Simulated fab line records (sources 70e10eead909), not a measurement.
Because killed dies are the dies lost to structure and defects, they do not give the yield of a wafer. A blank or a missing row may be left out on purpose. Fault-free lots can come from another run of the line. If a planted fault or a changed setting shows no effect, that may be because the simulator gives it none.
fab line records + flow nand-harc
[record]
- lots = 13
- wafers = 39
- last-day = 24
route steps=1159 shown A_CONTACT@944 A_BONDPAD@1076 END@1159
lots that met no fault: from a run of the same line without faults
start-h: hours from the record's first day to the start of the lot's first wafer shown + wait-h: how many hours have passed since the lot's step before this one + " the same as in the row above + L1.1+2: a row that stands for several wafers + - no value, or no start given + * or withheld: withheld + < > ~ a bound
route shown NAME@n: NAME is a module with steps in the file, n the number in the route of the first one + usual: mean/standard deviation of fault-free wafers + same: alike in all rows + chamber/n: place in a boat + sites: the reading at each site + _std_site: the values' standard deviation + _edge_site: inner sites' mean taken away from outer sites' mean + radius-mm: how far each site lies from the wafer's centre + mask NAME#n: copy n + behind: the last tool/chamber to shape the wafer + hold: why the lot was held/for how many hours/how that ended + device: which transistor (n, p or np) failed to switch + end of line: at the end of the route, the tests of the same wafers + a step given without rows: its recipe and nothing more + killed: dies that structure and defects cost at the first sort, which is not the same as the wafer's yield + map: the dies of a wafer, with x for killed, . for not killed, _ for no die there
set.NAME: the setting that was run; set.NAME@STEP: the one run at that earlier step + model.NAME: the simulator's own value behind a step, which no gauge read
route steps across a sampled set of lots; one table per step, one row per wafer
services: the hour from which a tool's chamber was out of use, counted from the record's first day as start-h (under 0 if before that day), plus the number of hours and why
[[steps]]
[step NHARC_A_CONTACT_ETCH_135]
[recipe]
- source-w = withheld
- pressure-mtorr = 20
- bias-v = 3000
- time-s = 132
- target-depth-a = 12870
- ar-flow-sccm = withheld
- c4f8-flow-sccm = withheld
- o2-flow-sccm = withheld
- chemistry = C4F8/O2/Ar
| lot.wafer | tool            | chamber | start-h | wait-h | rf-hours-counter-h |
|-----------|-----------------|---------|---------|--------|--------------------|
| L218.4    | har-cap-etch-02 | 0       | 388.11  | 0.1    | -                  |
| L218.3    | "               | 1       | "       | "      | -                  |
| L218.5    | "               | 0       | "       | "      | -                  |
| L217.2    | har-cap-etch-02 | 1       | 389.62  | 0.2    | 13                 |
| L217.5    | "               | 1       | "       | "      | -                  |
| L217.6    | "               | 0       | "       | "      | -                  |
| L221.1    | har-cap-etch-03 | 1       | 421.83  | 0.2    | 89                 |
| L221.2    | "               | 0       | "       | "      | 89                 |
| L221.3    | "               | 0       | "       | "      | -                  |
| L222.2    | har-cap-etch-02 | 0       | 422.80  | 0.2    | 17                 |
| L222.6    | "               | 0       | "       | "      | -                  |
| L222.5    | "               | 1       | "       | "      | -                  |
| L223.4    | har-cap-etch-01 | 1       | 424.05  | 0.1    | -                  |
| L223.3    | "               | 0       | "       | "      | -                  |
| L223.5    | "               | 0       | "       | "      | -                  |
| L225.2    | har-cap-etch-02 | 0       | 432.86  | 0.2    | 19                 |
| L225.4    | "               | 0       | "       | "      | -                  |
| L225.3    | "               | 1       | "       | "      | -                  |
| L226.2    | har-cap-etch-01 | 0       | 434.74  | 0.2    | 67                 |
| L226.1    | "               | 1       | "       | "      | 67                 |
| L226.6    | "               | 0       | "       | "      | -                  |
| L224.1    | har-cap-etch-01 | 1       | 438.85  | 0.2    | 68                 |
| L224.4    | "               | 1       | "       | "      | -                  |
| L224.5    | "               | 1       | "       | "      | -                  |
| L227.2    | har-cap-etch-01 | 0       | 454.81  | 0.2    | 71                 |
| L227.4    | "               | 0       | "       | "      | -                  |
| L227.5    | "               | 0       | "       | "      | -                  |
| L230.1    | har-cap-etch-01 | 1       | 463.90  | 0.2    | 73                 |
| L230.2    | "               | 0       | "       | "      | 73                 |
| L230.4    | "               | 1       | "       | "      | -                  |
| L231.1    | har-cap-etch-03 | 1       | 468.92  | 0.2    | 98                 |
| L231.4    | "               | 0       | "       | "      | -                  |
| L231.6    | "               | 1       | "       | "      | -                  |
| L233.2    | har-cap-etch-01 | 0       | 490.15  | 0.2    | 76                 |
| L233.4    | "               | 0       | "       | "      | -                  |
| L233.5    | "               | 0       | "       | "      | -                  |
| L239.2    | har-cap-etch-03 | 1       | 519.29  | 0.2    | 106                |
| L239.4    | "               | 0       | "       | "      | -                  |
| L239.3    | "               | 1       | "       | "      | -                  |
[step NHARC_A_BONDPAD_ETCH_34]
[recipe]
- target-depth-a = 600
- overetch-a = 180
- time-s = 65.91
- ion-energy-ev = 200
- n2-flow-sccm = 150
- h2-flow-sccm = 150
- ar-flow-sccm = 0
- rf-w = 400
- bias-w = 150
- chemistry = N2/H2
[usual]
- drypump-motor-current-A = 5.63/0.29
- h2-flow-sccm = 150.0/0.42
- oes-product-au = 0.999/0.0064
- rf-vpp-V = 430/3
- showerhead-plenum-p-Torr = 2.03/0.11
- throttle-valve-pct = 14.172/0.0088
| lot.wafer | tool        | chamber | start-h | wait-h | drypump-motor-current-A | h2-flow-sccm | oes-product-au | rf-hours-counter-h | rf-vpp-V | showerhead-plenum-p-Torr | throttle-valve-pct |
|-----------|-------------|---------|---------|--------|-------------------------|--------------|----------------|--------------------|----------|--------------------------|--------------------|
| L218.4    | rie-diel-10 | 2       | 411.69  | 0.1    | 5.19                    | 150.1        | 0.996          | 2                  | 427      | 1.90                     | 14.174             |
| L218.3    | "           | 3       | "       | "      | 5.69                    | 150.0        | 1.000          | 2                  | 427      | 1.94                     | 14.176             |
| L218.5    | "           | 2       | "       | "      | 5.13                    | 150.4        | 0.993          | -                  | 427      | 1.90                     | 14.162             |
| L217.2    | rie-diel-10 | 0       | 411.97  | 0.1    | 5.82                    | 149.5        | 0.997          | 2                  | 436      | 2.20                     | 14.185             |
| L217.6    | "           | 1       | "       | "      | 5.95                    | 150.1        | 0.991          | -                  | 430      | 2.05                     | 14.178             |
| L217.5    | "           | 2       | "       | "      | 5.16                    | 149.6        | 1.009          | -                  | 427      | 1.90                     | 14.171             |
| L221.3    | rie-diel-10 | 2       | 440.92  | 0.1    | 5.21                    | 149.3        | 0.997          | 3                  | 426      | 1.90                     | 14.165             |
| L221.1    | "           | 0       | "       | "      | 5.85                    | 150.0        | 1.008          | 3                  | 434      | 2.20                     | 14.177             |
| L221.2    | "           | 1       | "       | "      | 5.95                    | 150.1        | 0.995          | 2                  | 430      | 2.05                     | 14.170             |
| L223.3    | rie-diel-10 | 0       | 441.83  | 0.1    | 5.85                    | 149.8        | 1.009          | 3                  | 436      | 2.20                     | 14.165             |
| L223.4    | "           | 0       | "       | "      | 5.86                    | 150.2        | 1.005          | -                  | 435      | 2.20                     | 14.166             |
| L223.5    | "           | 1       | "       | "      | 5.99                    | 150.2        | 0.994          | -                  | 431      | 2.05                     | 14.165             |
| L222.2    | rie-diel-12 | 0       | 441.85  | 0.2    | 5.54                    | 150.3        | 0.998          | 9                  | 433      | 2.13                     | 14.190             |
| L222.5    | "           | 2       | "       | "      | 5.88                    | 150.4        | 0.997          | -                  | 427      | 1.95                     | 14.169             |
| L222.6    | "           | 3       | "       | "      | 5.37                    | 150.1        | 0.996          | -                  | 429      | 1.96                     | 14.164             |
| L225.3    | rie-diel-10 | 2       | 452.35  | 0.1    | 5.12                    | 150.4        | 1.004          | 3                  | 427      | 1.90                     | 14.168             |
| L225.2    | "           | 0       | "       | "      | 5.83                    | 150.1        | 1.000          | 3                  | 435      | 2.20                     | 14.179             |
| L225.4    | "           | 2       | "       | "      | 5.14                    | 149.9        | 1.004          | -                  | 426      | 1.90                     | 14.178             |
| L226.1    | rie-diel-10 | 1       | 457.96  | 0.1    | 5.98                    | 150.3        | 0.992          | 3                  | 432      | 2.05                     | 14.174             |
| L226.2    | "           | 0       | "       | "      | 5.85                    | 150.2        | 1.000          | 4                  | 435      | 2.20                     | 14.172             |
| L226.6    | "           | 1       | "       | "      | 5.97                    | 150.5        | 0.995          | -                  | 431      | 2.05                     | 14.155             |
| L224.1    | rie-diel-12 | 3       | 458.36  | 0.1    | 5.41                    | 149.6        | 0.999          | 13                 | 429      | 1.96                     | 14.186             |
| L224.4    | "           | 0       | "       | "      | 5.51                    | 149.6        | 1.008          | 13                 | 433      | 2.13                     | 14.181             |
| L224.5    | "           | 3       | "       | "      | 5.44                    | 149.9        | 1.005          | -                  | 428      | 1.96                     | 14.172             |
| L227.4    | rie-diel-12 | 1       | 475.97  | 0.1    | 5.81                    | 149.7        | 1.003          | 15                 | 429      | 2.01                     | 14.187             |
| L227.2    | "           | 0       | "       | "      | 5.52                    | 150.0        | 1.009          | 15                 | 432      | 2.13                     | 14.164             |
| L227.5    | "           | 2       | "       | "      | 5.85                    | 150.0        | 1.017          | -                  | 430      | 1.95                     | 14.154             |
| L230.4    | rie-diel-10 | 0       | 483.89  | 0.1    | 5.84                    | 151.0        | 0.997          | 5                  | 435      | 2.20                     | 14.169             |
| L230.1    | "           | 1       | "       | "      | 5.99                    | 149.7        | 0.993          | 4                  | 430      | 2.05                     | 14.163             |
| L230.2    | "           | 2       | "       | "      | 5.20                    | 149.7        | 0.992          | 5                  | 428      | 1.90                     | 14.172             |
| L231.1    | rie-diel-10 | 0       | 499.55  | 0.1    | 5.86                    | 149.9        | 1.012          | 5                  | 435      | 2.20                     | 14.179             |
| L231.4    | "           | 1       | "       | "      | 5.97                    | 149.3        | 0.989          | 4                  | 430      | 2.05                     | 14.171             |
| L231.6    | "           | 0       | "       | "      | 5.84                    | 150.7        | 1.003          | -                  | 434      | 2.20                     | 14.165             |
| L233.2    | rie-diel-12 | 3       | 515.89  | 0.1    | 5.46                    | 150.2        | 1.007          | 24                 | 428      | 1.95                     | 14.153             |
| L233.4    | "           | 1       | "       | "      | 5.79                    | 149.2        | 1.000          | 25                 | 429      | 2.01                     | 14.143             |
| L233.5    | "           | 0       | "       | "      | 5.52                    | 149.9        | 1.010          | -                  | 432      | 2.13                     | 14.169             |
| L239.4    | rie-diel-10 | 0       | 547.17  | 0.1    | 5.87                    | 150.9        | 0.996          | 0                  | 434      | 2.20                     | 14.183             |
| L239.2    | "           | 1       | "       | "      | 5.97                    | 149.5        | 0.995          | 0                  | 431      | 2.05                     | 14.158             |
| L239.3    | "           | 3       | "       | "      | 5.70                    | 150.1        | 1.004          | 0                  | 428      | 1.94                     | 14.167             |
[step NHARC_A_BONDPAD_CD_MEAS_13]
[usual]
- cd-nm = 499.4/1.5
| lot.wafer | tool      | chamber | start-h | wait-h | cd-nm |
|-----------|-----------|---------|---------|--------|-------|
| L218.3    | cd-sem-03 | -       | 411.92  | -      | 500.4 |
| L218.4    | "         | -       | "       | "      | 497.7 |
| L218.5    | "         | -       | "       | "      | 498.1 |
| L217.2    | cd-sem-03 | -       | 412.27  | -      | 497.8 |
| L217.5    | "         | -       | "       | "      | 498.2 |
| L217.6    | "         | -       | "       | "      | 497.1 |
| L221.1    | cd-sem-03 | -       | 441.19  | -      | 503.1 |
| L221.2    | "         | -       | "       | "      | 501.3 |
| L221.3    | "         | -       | "       | "      | 502.4 |
| L222.2    | cd-sem-01 | -       | 442.08  | -      | 499.9 |
| L222.5    | "         | -       | "       | "      | 498.8 |
| L222.6    | "         | -       | "       | "      | 500.2 |
| L223.3    | cd-sem-02 | -       | 442.11  | -      | 499.9 |
| L223.4    | "         | -       | "       | "      | 497.8 |
| L223.5    | "         | -       | "       | "      | 499.0 |
| L225.2    | cd-sem-02 | -       | 452.68  | -      | 500.8 |
| L225.3    | "         | -       | "       | "      | 497.2 |
| L225.4    | "         | -       | "       | "      | 499.9 |
| L226.1    | cd-sem-03 | -       | 458.22  | -      | 499.4 |
| L226.2    | "         | -       | "       | "      | 499.7 |
| L226.6    | "         | -       | "       | "      | 497.3 |
| L224.1    | cd-sem-01 | -       | 458.60  | -      | 500.1 |
| L224.4    | "         | -       | "       | "      | 498.9 |
| L224.5    | "         | -       | "       | "      | 498.9 |
| L227.2    | cd-sem-02 | -       | 476.20  | -      | 498.5 |
| L227.4    | "         | -       | "       | "      | 498.3 |
| L227.5    | "         | -       | "       | "      | 500.2 |
| L230.1    | cd-sem-02 | -       | 484.11  | -      | 500.3 |
| L230.2    | "         | -       | "       | "      | 500.0 |
| L230.4    | "         | -       | "       | "      | 498.5 |
| L231.1    | cd-sem-03 | -       | 499.78  | -      | 497.5 |
| L231.4    | "         | -       | "       | "      | 500.5 |
| L231.6    | "         | -       | "       | "      | 498.5 |
| L233.2    | cd-sem-01 | -       | 516.12  | -      | 498.5 |
| L233.4    | "         | -       | "       | "      | 498.7 |
| L233.5    | "         | -       | "       | "      | 498.3 |
| L239.2    | cd-sem-02 | -       | 547.40  | -      | 499.3 |
| L239.3    | "         | -       | "       | "      | 500.5 |
| L239.4    | "         | -       | "       | "      | 501.4 |
[step NHARC_A_BONDPAD_PVD_17]
[recipe]
- target-thk-a = 50
- bias-v = 168.6
- power-w = 15000
- chamber-pressure-pa = 0.12
- time-s = 8.06
- substrate-temp-c = 50
- material = TaN
[usual]
- throttle-valve-pct = 29.4/0.55
| lot.wafer | tool           | chamber | start-h | wait-h | throttle-valve-pct |
|-----------|----------------|---------|---------|--------|--------------------|
| L218.3    | pvd-sputter-02 | -       | -       | -      | 29.2               |
| L218.4    | "              | -       | "       | "      | 29.0               |
| L218.5    | "              | -       | "       | "      | 28.7               |
| L217.2    | pvd-sputter-03 | -       | -       | -      | 29.2               |
| L217.6    | "              | -       | "       | "      | 28.5               |
| L217.5    | "              | -       | "       | "      | 30.2               |
| L221.3    | pvd-sputter-02 | -       | -       | -      | 29.0               |
| L221.1    | "              | -       | "       | "      | 29.2               |
| L221.2    | "              | -       | "       | "      | 29.8               |
| L223.4    | pvd-sputter-03 | -       | -       | -      | 29.2               |
| L223.3    | "              | -       | "       | "      | 28.5               |
| L223.5    | "              | -       | "       | "      | 30.4               |
| L222.2    | pvd-sputter-02 | -       | -       | -      | 30.0               |
| L222.6    | "              | -       | "       | "      | 30.0               |
| L222.5    | "              | -       | "       | "      | 29.2               |
| L225.4    | pvd-sputter-03 | -       | -       | -      | 30.3               |
| L225.2    | "              | -       | "       | "      | 28.8               |
| L225.3    | "              | -       | "       | "      | 29.5               |
| L226.2    | pvd-sputter-01 | -       | -       | -      | 29.8               |
| L226.1    | "              | -       | "       | "      | 29.5               |
| L226.6    | "              | -       | "       | "      | 29.6               |
| L224.4    | pvd-sputter-02 | -       | -       | -      | 29.3               |
| L224.1    | "              | -       | "       | "      | 29.1               |
| L224.5    | "              | -       | "       | "      | 30.0               |
| L227.2    | pvd-sputter-01 | -       | -       | -      | 29.2               |
| L227.4    | "              | -       | "       | "      | 29.6               |
| L227.5    | "              | -       | "       | "      | 29.4               |
| L230.2    | pvd-sputter-02 | -       | -       | -      | 29.0               |
| L230.1    | "              | -       | "       | "      | 29.0               |
| L230.4    | "              | -       | "       | "      | 29.1               |
| L231.4    | pvd-sputter-02 | -       | -       | -      | 29.2               |
| L231.1    | "              | -       | "       | "      | 30.0               |
| L231.6    | "              | -       | "       | "      | 29.1               |
| L233.2    | pvd-sputter-02 | -       | -       | -      | 29.5               |
| L233.4    | "              | -       | "       | "      | 30.0               |
| L233.5    | "              | -       | "       | "      | 28.7               |
| L239.3    | pvd-sputter-01 | -       | -       | -      | 29.2               |
| L239.4    | "              | -       | "       | "      | 30.0               |
| L239.2    | "              | -       | "       | "      | 29.9               |
[step NHARC_END_SORT_01]
[recipe]
- temp-c = 25
[usual]
- killed-at-array = 29/11
- killed-at-other = 0.6/0.89
- killed-at-periphery = 3.8/2.8
- killed-dies = 33/12
- killed-open = 3.5/1.9
- killed-short = 1.9/1.3
[same]
- gross-dies = 677
| lot.wafer | tool      | chamber | start-h | wait-h | killed-at-array | killed-at-other | killed-at-periphery | killed-dies | killed-open | killed-short |
|-----------|-----------|---------|---------|--------|-----------------|-----------------|---------------------|-------------|-------------|--------------|
| L230.1    | prober-01 | 0       | 514.12  | 2.5    | 101             | 1               | 3                   | 105         | 5           | 3            |
| L230.2    | prober-01 | 0       | 514.90  | 2.8    | 122             | 1               | 4                   | 127         | 3           | 2            |
| L230.4    | prober-01 | 0       | 516.47  | 3.3    | 96              | 2               | 7                   | 105         | 3           | 1            |
| L231.1    | prober-01 | 0       | 532.89  | 2.5    | 27              | 0               | 2                   | 29          | 3           | 3            |
| L231.4    | prober-01 | 0       | 535.29  | 3.4    | 26              | 0               | 0                   | 26          | 0           | 0            |
| L231.6    | prober-01 | 0       | 536.89  | 4.0    | 30              | 0               | 3                   | 33          | 1           | 3            |
| L233.2    | prober-02 | 0       | 547.99  | 2.8    | 94              | 1               | 3                   | 98          | 6           | 1            |
| L233.4    | prober-02 | 0       | 549.57  | 3.4    | 102             | 1               | 5                   | 108         | 5           | 2            |
| L233.5    | prober-02 | 0       | 550.37  | 3.7    | 97              | 0               | 7                   | 104         | 2           | 2            |
// killed by level:class
L230.1 A_CONTACT:unspecified=69 A_CHANNEL_HOLE_D1:chamber-film-flake=14 A_STAIRCASE:chamber-film-flake=6 A_ONON_D1:geometric-particle:open=3 A_SLIT:chamber-film-flake=3 A_CHANNEL_FILL_D1:geometric-particle:short=1 A_STAIRCASE:geometric-particle:open=1 A_SGD_CUT:geometric-particle:short=1
L230.2 A_CONTACT:unspecified=78 A_CHANNEL_HOLE_D1:chamber-film-flake=18 A_SLIT:chamber-film-flake=13 A_STAIRCASE:chamber-film-flake=8 P_CONTACT:geometric-particle:short=1 P_M0:geometric-particle:open=1 A_ONON_D1:geometric-particle:open=1 A_CHANNEL_FILL_D1:geometric-particle:short=1
L230.4 A_CONTACT:unspecified=67 A_CHANNEL_HOLE_D1:chamber-film-flake=16 A_STAIRCASE:chamber-film-flake=4 A_SLIT:chamber-film-flake=4 P_GATE:chamber-film-flake=3 THIN_TSV:chamber-film-flake=2 P_M0:geometric-particle:short=1 P_M0:geometric-particle:open=1
L231.1 A_SLIT:chamber-film-flake=11 A_CONTACT:chamber-film-flake=5 A_CHANNEL_HOLE_D1:chamber-film-flake=3 A_STAIRCASE:chamber-film-flake=3 P_CONTACT:geometric-particle:open=1 A_SGD_CUT:geometric-particle:short=1 A_WL_FILL:geometric-particle:short=1 A_WL_FILL:geometric-particle:open=1
L231.4 A_SLIT:chamber-film-flake=11 A_CHANNEL_HOLE_D1:chamber-film-flake=8 A_CONTACT:chamber-film-flake=4 A_STAIRCASE:chamber-film-flake=3
L231.6 A_SLIT:chamber-film-flake=17 A_CHANNEL_HOLE_D1:chamber-film-flake=4 A_STAIRCASE:chamber-film-flake=4 A_WL_FILL:geometric-particle:short=2 A_CHANNEL_FILL_D1:geometric-particle:open=1 A_M0:geometric-particle:short=1 P_ZERO_WELL:chamber-film-flake=1 P_STI:chamber-film-flake=1
L233.2 A_CONTACT:unspecified=69 A_CHANNEL_HOLE_D1:chamber-film-flake=16 A_CONTACT:chamber-film-flake=3 P_M1:geometric-particle:open=1 A_ONON_D1:geometric-particle:short=1 A_CHANNEL_HOLE_D1:geometric-particle:open=1 A_WL_FILL:geometric-particle:open=1 A_M0:geometric-particle:open=1
L233.4 A_CONTACT:unspecified=77 A_CHANNEL_HOLE_D1:chamber-film-flake=16 A_CONTACT:chamber-film-flake=4 P_M1:chamber-film-flake=3 A_CONTACT:geometric-particle:open=2 P_CONTACT:geometric-particle:open=1 A_SOURCE_PLATE:geometric-particle:open=1 A_CHANNEL_FILL_D1:geometric-particle:short=1
L233.5 A_CONTACT:unspecified=74 A_CHANNEL_HOLE_D1:chamber-film-flake=17 A_STAIRCASE:chamber-film-flake=3 P_M1:chamber-film-flake=2 P_STI:chamber-film-flake=2 P_CONTACT:geometric-particle:short=1 P_M0:geometric-particle:open=1 A_CHANNEL_HOLE_D1:geometric-particle:open=1
[[services]]
| tool            | chamber | start-h | hours | kind   |
|-----------------|---------|---------|-------|--------|
| rie-diel-10     | 1       | 375.23  | 13.7  | repair |
| pvd-sputter-01  | -       | 376.96  | 10.0  | pm     |
| rie-diel-10     | -       | 378.83  | 0.3   | repair |
| rie-diel-12     | -       | 379.56  | 9.0   | pm     |
| har-cap-etch-01 | -       | 381.60  | 1.5   | repair |
| pvd-sputter-02  | -       | 383.11  | 0.5   | repair |
| pvd-sputter-01  | -       | 390.12  | 2.8   | repair |
| pvd-sputter-02  | -       | 392.00  | 10.0  | pm     |
| pvd-sputter-01  | -       | 423.62  | 5.1   | repair |
| rie-diel-10     | 3       | 431.56  | 15.0  | repair |
| har-cap-etch-03 | -       | 451.41  | 0.4   | repair |
| rie-diel-10     | 3       | 452.11  | 11.2  | repair |
| pvd-sputter-03  | -       | 458.00  | 10.0  | pm     |
| har-cap-etch-01 | -       | 459.29  | 2.5   | repair |
| rie-diel-10     | -       | 468.40  | 5.2   | repair |
| pvd-sputter-03  | -       | 468.49  | 2.1   | repair |
| rie-diel-10     | -       | 481.85  | 0.1   | repair |
| har-cap-etch-03 | -       | 492.75  | 0.6   | repair |
| rie-diel-12     | 2       | 493.22  | 6.1   | repair |
| rie-diel-12     | 3       | 493.55  | 2.2   | repair |
| pvd-sputter-02  | -       | 519.95  | 13.5  | repair |
| rie-diel-10     | -       | 530.50  | 9.0   | pm     |
| rie-diel-12     | 1       | 537.76  | 13.6  | repair |
| har-cap-etch-03 | -       | 545.95  | 17.0  | pm     |
[[key]]
[first-sign]
- step = NHARC_END_SORT_01
- reading = killed-at-array
- direction = up
- sigmas = 6.4
- usual = 29
- struck = 102
[effect]
- step = NHARC_END_SORT_01
- reading = killed-dies
- direction = up
- sigmas = 6.1
- usual = 33
- struck = 108
[more-kills-born-at]
- NHARC_A_CONTACT_ETCH_135@har-cap-etch-01 = 426
met-at NHARC_A_CONTACT_ETCH_135
struck-lots L230,L233
tester-left-out L230,L233
not-acting-at NHARC_A_BONDPAD_ETCH_34,NHARC_A_BONDPAD_CD_MEAS_13,NHARC_A_BONDPAD_PVD_17
onset-between 454.81 463.90
[fault]
- kind = chamber-particle-source
- tool = har-cap-etch-01
- chamber = -
- onset-h = 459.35
- steps = NHARC_A_CONTACT_ETCH_135
- rate-per-visit-cm2 = 0.61738
- end-h = 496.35
// tester-left-out: of these lots the tester's yield and bins aren't shown, on N5 and GAA mostly nor the transistor test; their killed dies are dies lost to structure and defects alone, not to doping, threshold or leakage, so they don't give the yield
